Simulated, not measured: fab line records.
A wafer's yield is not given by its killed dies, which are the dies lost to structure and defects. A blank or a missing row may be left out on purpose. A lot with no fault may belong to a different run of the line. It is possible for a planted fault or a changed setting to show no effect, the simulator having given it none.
Comparing a struck lot with a sound one ; flow n5_finfet ; 16 out of 1938 route steps
Sound: these wafers, L196.1, L196.2, L196.6. The struck wafers were L215.1, L215.2, L215.4. The cause comes at the end.
Each step with rows lists, per side, the tool, then ch with its chambers, then its first start. Under that, the readings that differ: sound wafers ; struck wafers ; difference of the means ; sigmas: that difference in standard deviations of wafers without a fault.
alike: words and numbers the same on both sides, and readings whose means are apart by under 2 such deviations; not compared: readings that were withheld, readings missing a value for some wafer, numbers with overlapping values and no deviation given by the record, and bounds like >300 which may hide the same value.
Wherever a step has rows on one side only, a row that says differs or no value, or a row with sigmas, the two part there. Non-overlapping numbers with no deviation appear without sigmas and do not part them. A reading missing from all wafers of one side parts the sides only when that side holds two or more wafers.

N5_BEOL_M2_ALD_84: deposits TaN, pulse time 2 s, purge time 3 s, co reactant purge time 2 s.
  sound on ald_metal-02 ch 0,1,3, day 6 20:37; struck on ald_metal-03 ch 0,2,3, day 11 19:15
  alike: heater_power_w
  not compared: since_wet_clean_h
then, 2 steps without rows for these wafers: N5_BEOL_M2_SURFACE_TREAT_85; N5_BEOL_M2_CVD_47 (deposits Co from CCTBA/H2, target thk 3 nm, time 223.8 s).
N5_BEOL_M2_SPUTTER_48: material Cu, target thk 4.5 nm, time 8.29 s.
  sound on pvd_sputter-03, day 6 21:46; struck on pvd_sputter-01, day 11 19:55
  alike: chuck_gas_flow_sccm, throttle_valve_pct
then, 3 steps without rows for these wafers: N5_BEOL_M2_ANNEAL_49 (time 240 s); N5_BEOL_M2_SPUTTER_79 (material Cu, target thk 4.5 nm, time 8.29 s); N5_BEOL_M2_ANNEAL_80 (time 240 s).
N5_BEOL_M2_SPUTTER_81: material Cu, target thk 4.5 nm, time 8.29 s.
  sound on pvd_sputter-03, day 6 22:12; struck on pvd_sputter-01, day 11 20:21
  alike: chuck_gas_flow_sccm, throttle_valve_pct
then, 1 step without rows for these wafers: N5_BEOL_M2_ANNEAL_82 (time 240 s).
N5_BEOL_M2_SPUTTER_86: material Cu, target thk 4.5 nm, time 8.29 s.
  sound on pvd_sputter-03, day 6 22:25; struck on pvd_sputter-01, day 11 20:34
  alike: chuck_gas_flow_sccm, throttle_valve_pct
then, 1 step without rows for these wafers: N5_BEOL_M2_ANNEAL_87 (time 240 s).
N5_BEOL_M2_SPUTTER_88: material Cu, target thk 4.5 nm, time 8.29 s.
  sound on pvd_sputter-03, day 6 22:38; struck on pvd_sputter-01, day 11 20:47
  alike: chuck_gas_flow_sccm, throttle_valve_pct
N5_BEOL_M2_ANNEAL_89: time 240 s.
  sound on pvd_sputter-03, day 6 22:43; struck on pvd_sputter-01, day 11 20:52
  no value came back on the struck wafers for heater_power_w (W), susceptor_temp_C (C); on the sound wafers heater_power_w (W) reads 838 752 865
then, 1 step without rows for these wafers: N5_BEOL_M2_SPUTTER_90 (material Cu, target thk 4.5 nm, time 8.29 s).
N5_BEOL_M4_RC_MEAS_101:
  sound on prober-02 ch 0, day 7 18:15; struck on prober-01 ch 0, day 12 16:09
reading;sound;struck;difference;sigmas
DIBL_N (mV/V);34.2 30.9 32.2;37.6 36.5 39.0;+5.3;+2
  alike: DIBL_P, IOFF_N, IOFF_P, ION_N, ION_P, SS_N, SS_P, VT_N, VT_P
-- a jump in the record: the struck wafers' starts before and after are 4 days apart (it breaks off in module BEOL_M4 and resumes in module PASSIVATION, where the first step shown is number 1936 of the route) --
N5_PASSIVATION_PROBE_49:
  sound on prober-02, day 12 00:28; struck on prober-02, day 17 00:43
reading;sound;struck;difference;sigmas
killed_at_M4_up;8 13 5;21 23 11;+10;+2
  alike: defect_limited_yield, killed_at_M0_to_M3, killed_at_contacts, killed_at_front_end, killed_at_other, killed_dies, killed_open, killed_short, sort_bin_5_function, sort_bin_6_memory, sort_bin_8_speed, sort_n_pass, sort_yield_pct

WHERE THEY PART
Earliest at N5_BEOL_M2_ANNEAL_89; latest, in this record, at N5_PASSIVATION_PROBE_49.

WHY: what the simulator had put in
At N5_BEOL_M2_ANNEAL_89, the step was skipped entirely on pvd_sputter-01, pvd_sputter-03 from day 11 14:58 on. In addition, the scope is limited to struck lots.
